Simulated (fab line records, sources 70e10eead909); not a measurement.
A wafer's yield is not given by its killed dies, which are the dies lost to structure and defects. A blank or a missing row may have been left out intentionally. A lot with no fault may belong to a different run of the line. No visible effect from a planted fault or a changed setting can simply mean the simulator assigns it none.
Struck lot and sound lot, side by side ; flow nand harc ; 14 steps out of a route of 1302
Sound: the wafers L805.2, L805.3, L805.4. Struck: wafer L812.3. The cause comes at the end.
For every step that has rows: the tool of each side, followed by ch and its chambers, followed by its first start. Under that, the readings that differ: sound wafers ; struck wafers ; difference of the means ; sigmas: that difference in standard deviations of wafers without a fault.
alike: readings with means less than 2 such deviations apart, plus words and numbers identical on both sides. not compared: withheld readings, readings lacking a value on some wafer, bounds such as >300 that could conceal the same value, and numbers that have no deviation in the record and whose values overlap.
Wherever a step has rows on one side only, a row that says differs or no value, or a row with sigmas, the two part there. When numbers do not overlap yet have no deviation, they are printed without sigmas and do not part them. A reading missing from all wafers of one side parts the sides only when that side holds two or more wafers.

first, 5 steps without rows for these wafers: NHARC_A_CONTACT_SOFTBAKE_03 (time 55 s); NHARC_A_CONTACT_EBR_04; NHARC_A_CONTACT_EXPOSE_05 (exposes mask A CC); NHARC_A_CONTACT_PEB_06 (peb time 65 s); NHARC_A_CONTACT_DEVELOP_07 (develop time 35 s).
NHARC_A_CONTACT_CD_MEAS_08: the cd target is 200 nm.
  sound on cd sem-01 ch 0, day 23 05:29; struck on cd sem-03 ch 0, day 27 06:03
  alike: cd nm
NHARC_A_CONTACT_OVL_MEAS_09:
  sound: overlay-02 at day 23 05:35; struck: overlay-01 at day 27 06:08
  alike: overlay x nm, overlay y nm
NHARC_A_CONTACT_DESCUM_13: chemistry O2, time 3 s.
  sound on rie diel-11 ch 0,2,3, day 23 05:41; struck on rie diel-11 ch 2, day 27 06:15
reading;sound;struck;difference;sigmas
rf hours counter h (h);10 10 11;25;+15;
  alike: drypump motor current A, mfc ar sccm, oes product au, rf vpp V, showerhead plenum p Torr, throttle valve pct
NHARC_A_CONTACT_ETCH_88: etches the open film in CF4, target depth 39 nm, time 65 s.
  sound on rie diel-11 ch 0,1,3, day 23 05:46; struck on rie diel-11 ch 1, day 27 06:19
reading;sound;struck;difference;sigmas
rf hours counter h (h);8 10 11;25;+15;
  alike: cf4 flow sccm, drypump motor current A, mfc ar sccm, oes product au, rf vpp V, showerhead plenum p Torr, throttle valve pct
NHARC_A_CONTACT_ETCH_89: etches the open film in N2/H2, target depth 260 nm, time 475.3 s.
  sound: rie diel-11 ch 0,1,2; struck: rie diel-11 ch 0
reading;sound;struck;difference;sigmas
rf hours counter h (h);10 11 9;28;+18;
  alike: drypump motor current A, mfc ar sccm, oes product au, rf vpp V, showerhead plenum p Torr, throttle valve pct
NHARC_A_CONTACT_ETCH_30: etches the open film in CF4/CHF3, target depth 72.6 nm, time 36.3 s.
  sound: rie diel-11 ch 0,1,3; struck: rie diel-11 ch 1
reading;sound;struck;difference;sigmas
rf hours counter h (h);11 9 11;26;+16;
  alike: cf4 flow sccm, drypump motor current A, mfc ar sccm, oes product au, rf vpp V, showerhead plenum p Torr, throttle valve pct
NHARC_A_CONTACT_ETCH_31: etches the open film in O2/COS, target depth 2800 nm, time 728 s.
  sound on rie diel-11 ch 0,1,3, day 23 06:42; struck on rie diel-11 ch 0, day 27 06:59
reading;sound;struck;difference;sigmas
oes product au (a.u.);1.006 0.979 1.006;0.772;-0.225;-20
rf hours counter h (h);11 9 11;29;+19;
  alike: drypump motor current A, mfc ar sccm, rf vpp V, showerhead plenum p Torr, throttle valve pct
NHARC_A_CONTACT_ETCH_134: etches the open film in C4F8/O2/Ar, time 140 s, target depth 700 nm.
  sound on har cap etch-03 ch 0,1, day 23 07:10; struck on har cap etch-03 ch 1, day 27 07:28
  not compared: rf hours counter h
NHARC_END_SORT_01:
  the record has rows for the sound wafers here (prober-01 ch 0, day 25 12:50) and none for the struck ones

== WHERE THEY PART ==
Last at NHARC_END_SORT_01 as far as this record goes, first at NHARC_A_CONTACT_ETCH_31.

WHY: what had been put in by the simulator
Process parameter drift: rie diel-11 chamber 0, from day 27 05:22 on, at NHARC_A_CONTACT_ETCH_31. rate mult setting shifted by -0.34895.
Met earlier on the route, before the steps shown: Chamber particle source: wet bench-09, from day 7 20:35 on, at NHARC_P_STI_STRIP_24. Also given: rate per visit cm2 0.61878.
